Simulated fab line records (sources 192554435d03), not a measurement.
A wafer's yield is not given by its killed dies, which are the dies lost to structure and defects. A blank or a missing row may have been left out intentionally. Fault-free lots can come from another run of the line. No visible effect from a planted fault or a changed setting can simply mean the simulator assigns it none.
fab line records	flow n5-finfet
record: lots: 9	wafers: 27	last-day: 20
route steps=1938 shown GATE_CUT@501 MOL_CONTACT_COAG@526 BEOL_M4@1111
lots with no fault: from the same line, run without faults
start-h: hours from the record's opening day to when the first of the lot's shown wafers began	wait-h: time in hours since the lot's previous step	" as in the row above	L1.1+2: a row that stands for several wafers	- no value, or no start given	* or withheld: withheld	< > ~ a bound
route shown NAME@n: NAME is a module with steps in the file, n the number in the route of the first one	usual: mean/standard deviation of fault-free wafers	same: alike in all rows	chamber/n: place in a boat	sites: each site's reading	_std_site: the standard deviation of these	_edge_site: inner sites' mean taken away from outer sites' mean	radius-mm: for every site, how far away it sits from the centre of the wafer	mask NAME#n: copy n	behind: the last tool/chamber to shape the wafer	hold: cause of the lot's hold/its duration in hours/its outcome	device: which transistor (n, p or np) failed to switch	end of line: tests run on the same wafers once the route is complete	a step given without rows: its recipe and nothing more	killed: dies lost to structure and defects at the first sort, not the wafer's yield	map: per-die view of a wafer (x killed, . not killed, _ where there is no die)
set.NAME: the setting as run; set.NAME@STEP: as run at that earlier step	model.NAME: the simulator's own value behind a step, which no gauge read
one table for each step of the route and one row for each wafer, over a sample of lots
services: when a tool's chamber went out of use (start-h, in hours from the record's first day, below 0 if earlier), for how many hours, and the reason
== steps ==
step: N5_GATE_CUT_CUT_ETCH_54
recipe: chemistry: Cl2/BCl3	target: TiN	mask-material: SiO2	target-depth-a: 967	pressure-mtorr: 10	icp-w: 1000	bias-w: 126	Cl2_flow_sccm: 53.25	bcl3-flow-sccm: 21.75	Ar_flow_sccm: 25	ends: cleared
usual: drypump-motor-current-A: 5.8/0.39	etch-rf-on-time-s: 35.7/1.2	oes_ar_750_au: 0.71/0.09	oes-product-au: 0.63/0.076	throttle-valve-pct: 22.34/0.24
lot.wafer	tool	chamber	start-h	wait-h	drypump-motor-current-A	etch-rf-on-time-s	oes_ar_750_au	oes-product-au	rf-hours-counter-h	throttle-valve-pct
L995.3	rie-metal-03	0	84.91	0.0	5.7	33.7	0.81	0.74	-	21.88
L995.4	"	1	"	"	5.7	36.8	0.72	0.69	-	22.22
L995.6	"	1	"	"	5.6	36.7	0.72	0.69	-	22.20
L998.3	rie-metal-02	0	104.65	0.0	6.1	37.5	0.72	0.63	-	22.74
L998.5	"	0	"	"	6.1	37.3	0.73	0.64	-	22.72
L998.6	"	1	"	"	6.0	34.8	0.64	0.57	-	22.35
L102.1	rie-metal-01	1	134.60	0.1	5.9	36.9	0.60	0.55	124	22.42
L102.2	"	0	"	"	5.0	35.0	0.86	0.75	32	22.14
L102.5	"	1	"	"	5.9	36.2	0.60	0.56	-	22.40
L104.2	rie-metal-02	1	139.29	0.0	6.0	35.0	0.64	0.56	118	22.39
L104.3	"	1	"	"	6.0	35.3	0.63	0.56	-	22.39
L104.4	"	0	"	"	6.2	37.2	0.72	0.63	-	22.74
L107.3	rie-metal-02	0	155.38	0.0	6.1	37.6	0.72	0.63	-	22.75
L107.4	"	1	"	"	6.0	35.1	0.63	0.56	-	22.38
L107.5	"	1	"	"	6.0	35.0	0.63	0.56	-	22.36
L111.2	rie-metal-02	0	177.92	0.1	6.1	37.0	0.72	0.63	73	22.73
L111.4	"	1	"	"	6.0	34.5	0.62	0.57	-	22.37
L111.5	"	1	"	"	6.0	34.5	0.63	0.56	-	22.39
L112.1	rie-metal-01	0	184.18	0.0	5.0	34.4	0.85	0.75	34	22.12
L112.2	"	1	"	"	5.9	36.6	0.60	0.55	127	22.41
L112.4	"	1	"	"	5.9	36.6	0.60	0.54	-	22.42
L113.1	rie-metal-01	0	195.47	0.0	5.0	34.4	0.86	0.74	35	22.13
L113.4	"	1	"	"	5.9	36.6	0.59	0.54	-	22.41
L113.6	"	1	"	"	5.9	36.2	0.60	0.55	-	22.41
L118.1	rie-metal-01	0	222.39	0.1	5.0	35.2	0.85	0.73	37	22.13
L118.2	"	0	"	"	5.0	35.0	0.85	0.73	-	22.13
L118.4	"	0	"	"	5.0	35.1	0.85	0.73	-	22.16
step: N5_MOL_CONTACT_COAG_CD_MEAS_08
recipe: target-cd-nm: 28	landing-energy-ev: 500	detector: se-inlens	polarity: opening
usual: cd-nm: 27.66/0.27
lot.wafer	tool	chamber	start-h	wait-h	cd-nm
L995.3	cd-sem-03	0	88.73	-	27.56
L995.4	"	0	"	"	27.78
L995.6	"	0	"	"	27.83
L998.3	cd-sem-03	0	107.85	-	27.60
L998.5	"	0	"	"	27.59
L998.6	"	0	"	"	27.41
L102.1	cd-sem-01	0	138.00	-	28.10
L102.2	"	0	"	"	27.75
L102.5	"	0	"	"	27.78
L104.2	cd-sem-03	0	142.62	-	27.40
L104.3	"	0	"	"	27.71
L104.4	"	0	"	"	28.15
L107.3	cd-sem-01	0	158.74	-	27.88
L107.4	"	0	"	"	27.34
L107.5	"	0	"	"	27.17
L111.2	cd-sem-03	0	181.38	-	27.92
L111.4	"	0	"	"	27.70
L111.5	"	0	"	"	28.07
L112.1	cd-sem-02	0	187.92	-	27.18
L112.2	"	0	"	"	27.24
L112.4	"	0	"	"	27.25
L113.1	cd-sem-01	0	198.68	-	27.64
L113.4	"	0	"	"	27.18
L113.6	"	0	"	"	27.52
L118.1	cd-sem-03	0	226.81	-	27.27
L118.2	"	0	"	"	27.33
L118.4	"	0	"	"	27.64
step: N5_MOL_CONTACT_COAG_ETCH_105
recipe: chemistry: CF4	target: SiARC	target-depth-a: 156	mask-material: CAR-EUV	time-s: 26	ion-energy-ev: 80	pressure-mtorr: 40	source-w: 545	bias-w: 36	Ar_flow_sccm: 100	cf4-flow-sccm: 100	ends: cleared
usual: drypump-motor-current-A: 5.6/0.57	etch-rf-on-time-s: 26.3/0.74	oes-product-au: 0.67/0.07	rf-vpp-V: 184.1/1	showerhead-plenum-p-Torr: 2.15/0.043	throttle-valve-pct: 15.44/0.15
lot.wafer	tool	chamber	start-h	wait-h	drypump-motor-current-A	etch-rf-on-time-s	oes-product-au	rf-hours-counter-h	rf-vpp-V	showerhead-plenum-p-Torr	throttle-valve-pct
L995.3	rie-diel-01	2	88.94	0.0	5.2	25.8	0.62	208	182.4	2.05	15.52
L995.4	"	0	"	"	5.5	25.7	0.64	166	184.1	2.14	15.66
L995.6	"	2	"	"	5.2	25.8	0.61	-	182.5	2.05	15.50
L998.3	rie-diel-01	3	108.02	0.0	5.7	25.9	0.75	39	184.6	2.10	15.22
L998.5	"	3	"	"	5.6	25.6	0.76	-	183.1	2.10	15.21
L998.6	"	2	"	"	5.2	25.9	0.61	-	183.5	2.05	15.52
L102.1	rie-diel-04	1	138.25	0.0	6.3	25.7	0.77	22	183.5	2.18	15.53
L102.2	"	3	"	"	6.6	25.8	0.62	197	183.3	2.20	15.45
L102.5	"	1	"	"	6.3	25.8	0.78	-	184.1	2.18	15.52
L104.2	rie-diel-05	1	142.80	0.0	6.4	26.9	0.74	23	182.8	2.11	15.25
L104.3	"	0	"	"	5.3	26.7	0.68	91	184.6	2.17	15.52
L104.4	"	3	"	"	5.2	26.7	0.82	6	183.9	2.11	15.33
L107.3	rie-diel-05	1	158.91	0.0	6.4	26.9	0.74	28	184.7	2.11	15.27
L107.4	"	3	"	"	5.3	27.0	0.80	11	183.6	2.11	15.34
L107.5	"	2	"	"	5.4	25.6	0.67	-	184.1	2.16	15.33
L111.2	rie-diel-05	3	181.56	0.0	5.2	26.6	0.80	15	183.0	2.11	15.35
L111.4	"	2	"	"	5.4	43.2	0.51	135	183.7	2.16	15.33
L111.5	"	2	"	"	5.4	25.4	0.66	-	184.8	2.16	15.34
L112.1	rie-diel-05	1	188.10	0.0	6.4	26.9	0.73	35	182.5	2.11	15.25
L112.2	"	2	"	"	5.4	25.1	0.67	137	183.3	2.16	15.35
L112.4	"	0	"	"	5.2	44.9	0.52	101	185.6	2.17	15.52
L113.1	rie-diel-01	0	198.86	0.0	5.5	26.4	0.61	194	185.0	2.13	15.71
L113.4	"	3	"	"	5.6	25.7	0.73	62	181.8	2.09	15.26
L113.6	"	0	"	"	5.5	26.2	0.61	-	185.0	2.13	15.71
L118.1	rie-diel-01	2	227.21	0.0	5.2	25.8	0.59	245	182.7	2.04	15.58
L118.2	"	0	"	"	5.5	26.4	0.60	203	184.5	2.13	15.73
L118.4	"	2	"	"	5.2	25.7	0.59	-	183.1	2.04	15.58
step: N5_MOL_CONTACT_COAG_ETCH_110
recipe: chemistry: CF4/O2	target: Si	target-depth-a: 25	time-s: 8	pressure-mtorr: 100	source-w: 200	bias-w: 12	ion-energy-ev: 60	Ar_flow_sccm: 100	cf4-flow-sccm: 100	O2_flow_sccm: 10
usual: drypump-motor-current-A: 5.6/0.57	oes_ar_750_au: 0.79/0.077	oes-product-au: 0.79/0.083	rf-vpp-V: 129/4.4	showerhead-plenum-p-Torr: 2.23/0.045	throttle-valve-pct: 10.60/0.19
lot.wafer	tool	chamber	start-h	wait-h	drypump-motor-current-A	oes_ar_750_au	oes-product-au	rf-hours-counter-h	rf-vpp-V	showerhead-plenum-p-Torr	throttle-valve-pct
L995.3	rie-diel-01	2	89.16	0.0	5.2	0.73	0.71	208	127	2.13	10.77
L995.4	"	0	"	"	5.5	0.73	0.74	166	132	2.23	10.84
L995.6	"	2	"	"	5.2	0.73	0.72	-	128	2.13	10.76
L998.3	rie-diel-01	3	108.25	0.0	5.7	0.89	0.89	39	123	2.18	10.34
L998.5	"	3	"	"	5.6	0.90	0.88	-	123	2.18	10.34
L998.6	"	2	"	"	5.3	0.73	0.71	-	127	2.13	10.78
L102.1	rie-diel-04	1	138.48	0.0	6.3	0.90	0.91	22	134	2.26	10.54
L102.2	"	3	"	"	6.5	0.73	0.72	197	120	2.29	10.74
L102.5	"	1	"	"	6.3	0.91	0.91	-	132	2.26	10.55
L104.2	rie-diel-05	1	143.02	0.0	6.4	0.88	0.87	23	122	2.20	10.31
L104.3	"	0	"	"	5.2	0.78	0.78	91	130	2.25	10.62
L104.4	"	3	"	"	5.2	0.95	0.95	6	134	2.20	10.38
L107.3	rie-diel-05	1	159.13	0.0	6.4	0.87	0.86	28	123	2.19	10.33
L107.4	"	3	"	"	5.3	0.94	0.94	11	132	2.19	10.38
L107.5	"	2	"	"	5.4	0.80	0.78	-	129	2.24	10.51
L111.2	rie-diel-05	3	181.78	0.0	5.3	0.92	0.92	15	133	2.19	10.39
L111.4	"	2	"	"	5.4	0.79	0.78	135	130	2.24	10.52
L111.5	"	2	"	"	5.4	0.79	0.78	-	130	2.24	10.52
L112.1	rie-diel-05	1	188.32	0.0	6.4	0.85	0.86	35	123	2.19	10.35
L112.2	"	2	"	"	5.4	0.79	0.78	137	129	2.24	10.54
L112.4	"	0	"	"	5.3	0.77	0.78	101	129	2.25	10.66
L113.1	rie-diel-01	0	199.08	0.0	5.5	0.71	0.70	194	132	2.22	10.93
L113.4	"	3	"	"	5.7	0.87	0.85	62	122	2.17	10.41
L113.6	"	0	"	"	5.5	0.71	0.71	-	131	2.22	10.93
L118.1	rie-diel-01	2	227.43	0.0	5.2	0.71	0.69	245	128	2.12	10.86
L118.2	"	0	"	"	5.5	0.70	0.70	204	130	2.21	10.94
L118.4	"	2	"	"	5.2	0.71	0.69	-	127	2.12	10.87
step: N5_BEOL_M4_RC_MEAS_101
usual: DIBL_N: 37.1/2.6	DIBL_P: 38/3	IOFF_N: 0.18/0.052	IOFF_P: 0.25/0.06	ION_N: 678/15	ION_P: 467/8.6	SS_N: 71.7/0.73	SS_P: 73.7/0.89	VT_N: 249/4.3	VT_P: -248/3.8
lot.wafer	tool	chamber	start-h	wait-h	DIBL_N[mV/V]	DIBL_P[mV/V]	IOFF_N[nA/um]	IOFF_P[nA/um]	ION_N[uA/um]	ION_P[uA/um]	SS_N[mV/dec]	SS_P[mV/dec]	VT_N[mV]	VT_P[mV]
L995.3	prober-01	0	231.10	0.3	33.4	34	0.13	0.20	648	455	72.0	72.2	254	-247
L995.4	"	0	"	"	32.1	32	0.12	0.16	659	458	70.9	71.6	253	-252
L995.6	"	0	"	"	32.3	33	0.10	0.17	648	454	70.4	71.5	260	-251
L998.3	prober-01	0	257.73	0.7	37.3	39	0.21	0.29	708	478	71.3	74.5	242	-242
L998.5	"	0	"	"	36.6	36	0.16	0.23	683	467	72.1	73.8	248	-246
L998.6	"	0	"	"	36.6	38	0.18	0.29	682	476	70.9	74.0	243	-243
L102.1	prober-02	0	265.89	0.1	37.1	39	0.18	0.24	674	463	72.0	74.2	250	-248
L102.2	"	0	"	"	38.0	41	0.21	0.29	686	476	71.8	74.3	249	-247
L102.5	"	0	"	"	34.7	37	0.14	0.21	667	463	70.5	73.3	252	-247
L104.2	prober-01	0	283.45	0.2	39.6	41	0.20	0.31	679	463	72.1	75.1	250	-246
L104.3	"	0	"	"	37.3	38	0.16	0.21	690	469	71.5	73.7	252	-249
L104.4	"	0	"	"	39.5	40	0.21	0.27	693	471	72.2	73.5	245	-247
L107.3	prober-02	0	300.52	0.3	36.7	38	0.18	0.25	675	469	71.2	73.2	246	-249
L107.4	"	0	"	"	35.2	37	0.16	0.24	693	476	70.9	74.2	249	-247
L107.5	"	0	"	"	37.4	39	0.19	0.26	671	461	71.9	74.3	248	-249
L112.1	prober-02	0	326.89	0.0	36.8	38	0.15	0.25	675	469	71.2	73.1	253	-245
L112.2	"	0	"	"	37.6	39	0.18	0.29	680	478	71.5	73.6	247	-245
L112.4	"	0	"	"	42.1	43	0.30	0.40	712	482	72.6	75.5	241	-240
L111.2	prober-01	0	342.59	0.2	38.9	39	0.21	0.29	685	470	72.4	73.9	247	-243
L111.4	"	0	"	"	38.1	40	0.19	0.34	683	478	72.1	73.0	246	-242
L111.5	"	0	"	"	40.2	41	0.25	0.35	692	478	72.4	74.0	243	-241
L113.1	prober-01	0	351.78	0.7	32.3	34	0.11	0.17	661	452	70.5	71.0	253	-252
L113.4	"	0	"	"	36.0	38	0.17	0.25	662	461	72.2	74.0	247	-248
L113.6	"	0	"	"	32.8	34	0.12	0.18	671	469	70.6	71.9	254	-252
L118.1	prober-02	0	375.35	0.0	39.7	42	0.26	0.32	694	474	72.8	75.2	241	-245
L118.2	"	0	"	"	40.2	42	0.25	0.33	682	475	72.6	74.5	246	-245
L118.4	"	0	"	"	38.0	39	0.22	0.26	681	466	72.4	74.2	245	-246
== services ==
tool	chamber	start-h	hours	kind
rie-metal-03	-	87.47	0.3	repair
rie-metal-01	-	104.04	2.8	pm
rie-diel-05	3	105.73	-	clean
rie-diel-05	3	105.73	-	consumable-replace:focus-ring
rie-diel-05	3	105.73	15.2	scheduled-down
rie-diel-05	3	105.73	15.2	vent-cycle
rie-diel-01	1	110.94	3.2	repair
rie-diel-01	-	123.84	1.0	repair
rie-diel-04	0	130.04	8.7	repair
rie-diel-01	-	147.93	0.5	repair
rie-metal-03	-	147.94	3.5	repair
rie-diel-05	-	177.06	2.8	pm
rie-diel-05	-	188.93	0.2	repair
rie-metal-02	0	195.10	26.1	repair
rie-diel-04	3	206.48	9.8	repair
rie-metal-01	1	207.18	-	clean
rie-metal-01	1	207.18	17.1	scheduled-down
rie-metal-01	1	207.18	17.1	vent-cycle
rie-diel-01	0	208.40	5.3	repair
rie-diel-05	-	208.65	0.6	repair
rie-metal-02	1	225.00	-	clean
rie-metal-02	1	225.00	18.0	scheduled-down
rie-metal-02	1	225.00	18.0	vent-cycle
rie-diel-01	3	226.33	4.3	repair
== key ==
first-sign: step: N5_MOL_CONTACT_COAG_ETCH_105	reading: etch-rf-on-time-s	direction: up	sigmas: 24	usual: *	struck: *
effect none on later readings
met-at N5_MOL_CONTACT_COAG_ETCH_105
struck-lots L111,L112
struck-wafers L111.4,L112.4
not-acting-at N5_GATE_CUT_CUT_ETCH_54,N5_MOL_CONTACT_COAG_CD_MEAS_08,N5_MOL_CONTACT_COAG_ETCH_110
onset-between 158.91 181.56
fault: kind: process-parameter-drift	tool: rie-diel-05	chamber: -	onset-h: 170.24	steps: N5_MOL_CONTACT_COAG_ETCH_105	channel: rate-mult	offset: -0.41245	shape: step	end-h: 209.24	scope: struck-wafers-only
